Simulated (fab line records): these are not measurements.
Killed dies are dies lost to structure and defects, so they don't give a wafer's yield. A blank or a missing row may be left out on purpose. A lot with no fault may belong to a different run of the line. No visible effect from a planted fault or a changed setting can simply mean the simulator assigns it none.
What tool caused it? / flow n5 finfet / at 1 step of a route of 1938, 12 lots with 36 wafers sampled

== WHAT EACH GAUGE READ, for each wafer ==
N5_WELL_APT_INSPECT_10: inspects for defects (macro).
lot=L075; measured=day 1 19:37; on=defect inspect-01; raw defect count=3 2 3
lot=L077; measured=day 2 08:16; on=defect inspect-02; raw defect count=3 2 3
lot=L079; measured=day 2 19:46; on=defect inspect-01; raw defect count=2 1 2
lot=L081; measured=day 3 07:53; on=defect inspect-01; raw defect count=2 1 1
lot=L083; measured=day 3 19:55; on=defect inspect-02; raw defect count=2 2 2
lot=L085; measured=day 4 07:49; on=defect inspect-02; raw defect count=1 3 4
lot=L087; measured=day 4 19:58; on=defect inspect-02; raw defect count=0 1 3
lot=L089; measured=day 5 07:50; on=defect inspect-02; raw defect count=1 1 6
lot=L091; measured=day 5 19:56; on=defect inspect-01; raw defect count=2 2 3
lot=L093; measured=day 6 07:48; on=defect inspect-01; raw defect count=1 4 0
lot=L095; measured=day 6 20:00; on=defect inspect-02; raw defect count=2 2 3
lot=L097; measured=day 7 07:53; on=defect inspect-01; raw defect count=0 1 1

== EACH LOT AND THE TOOL THAT RAN IT (in order: tool; ch and the chambers of the sampled wafers; start) ==
There is no process step in the record ahead of these readings.

== THE ANSWER, worked out from the rows above alone ==
Rule: the lots themselves supply what counts as usual. Put in order of their means at a reading, lots are off if they are a third of the lots or fewer, leave a main group of 4 or more, and stand apart from it by a gap of 3 or more times the standard deviation of the main group's means; of several such gaps the widest counts. Not used: any main group whose means are identical at the precision the tables above print for the reading. A lot without any number at a reading at which 4 lots or more have one is off too. The other lots that the step has rows for count as sound.
None of the lots is off at any reading shown; this tells nothing.

== WHAT THE SIMULATOR HAD PUT IN ==
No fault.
